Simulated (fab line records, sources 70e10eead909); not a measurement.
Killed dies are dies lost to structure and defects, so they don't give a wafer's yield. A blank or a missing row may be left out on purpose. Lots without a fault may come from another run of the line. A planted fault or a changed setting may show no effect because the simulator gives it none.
Chamber matching | flow nand_harc | NHARC_P_CONTACT_ETCH_35 on rie_diel-08: 4 sister chambers
The step etches the open film in CF4, target depth 39 nm, time 65 s. 14 wafers are shown with their chamber, then 7 later ones without.

WAFERS WITH THEIR CHAMBER
wafer  | chamber | showerhead_plenum_p_Torr (Torr) | drypump_motor_current_A (A) | rf_vpp_V (V)
L137.3 | 0       | 1.65                            | 4.9                         | 150.0
L137.4 | 1       | 1.68                            | 5.8                         | 150.2
L137.5 | 1       | 1.68                            | 5.8                         | 150.3
L139.1 | 0       | 1.65                            | 4.8                         | 148.8
L139.3 | 3       | 1.68                            | 5.1                         | 150.8
L139.4 | 1       | 1.68                            | 5.8                         | 150.3
L142.3 | 2       | 1.85                            | 5.5                         | 152.0
L142.4 | 0       | 1.65                            | 4.9                         | 149.5
L142.5 | 2       | 1.85                            | 5.5                         | 153.0
L143.1 | 2       | 1.85                            | 5.5                         | 154.1
L143.4 | 3       | 1.68                            | 5.1                         | 149.5
L143.5 | 0       | 1.65                            | 4.8                         | 150.6
L147.1 | 3       | 1.67                            | 5.1                         | 150.5
L147.4 | 1       | 1.67                            | 5.8                         | 150.9

SIGNATURES (means of the wafers above)
reading                  | chamber 0 | chamber 1 | chamber 2 | chamber 3 | scatter within a chamber
showerhead_plenum_p_Torr | 1.6500    | 1.6775    | 1.8500    | 1.6767    | 0.00376
drypump_motor_current_A  | 4.850     | 5.800     | 5.500     | 5.100     | 0.0316
rf_vpp_V                 | 149.725   | 150.425   | 153.033   | 150.267   | 0.72
Rule: a wafer's distance from a chamber is the root of the sum, over the readings, of the square of ((its reading less the chamber's mean) divided by the reading's scatter). The wafer belongs to the nearest chamber; if the next one is less than 2 further off, it can't be placed. The scatter: the root of (the sum of the squares of (reading less its chamber's mean) over the shown wafers, divided by (wafers less chambers)).

WAFERS WITHOUT THEIR CHAMBER
wafer  | showerhead_plenum_p_Torr (Torr) | drypump_motor_current_A (A) | rf_vpp_V (V)
L147.6 | 1.67                            | 5.9                         | 150.9
L148.2 | 1.67                            | 5.1                         | 150.8
L148.5 | 1.67                            | 5.8                         | 149.6
L148.6 | 1.84                            | 5.5                         | 151.0
L156.1 | 1.67                            | 5.8                         | 150.1
L156.4 | 1.67                            | 5.1                         | 149.7
L156.5 | 1.84                            | 5.5                         | 152.7

WHICH CHAMBER EACH WENT THROUGH
wafer  | from the rows above | in truth
L147.6 | 1                   | 1
L148.2 | 3                   | 3
L148.5 | 1                   | 1
L148.6 | 2                   | 2
L156.1 | 1                   | 1
L156.4 | 3                   | 3
L156.5 | 2                   | 2
Placed correctly: 7 of 7. Can't be placed from these rows: 0. Placed wrongly: 0.
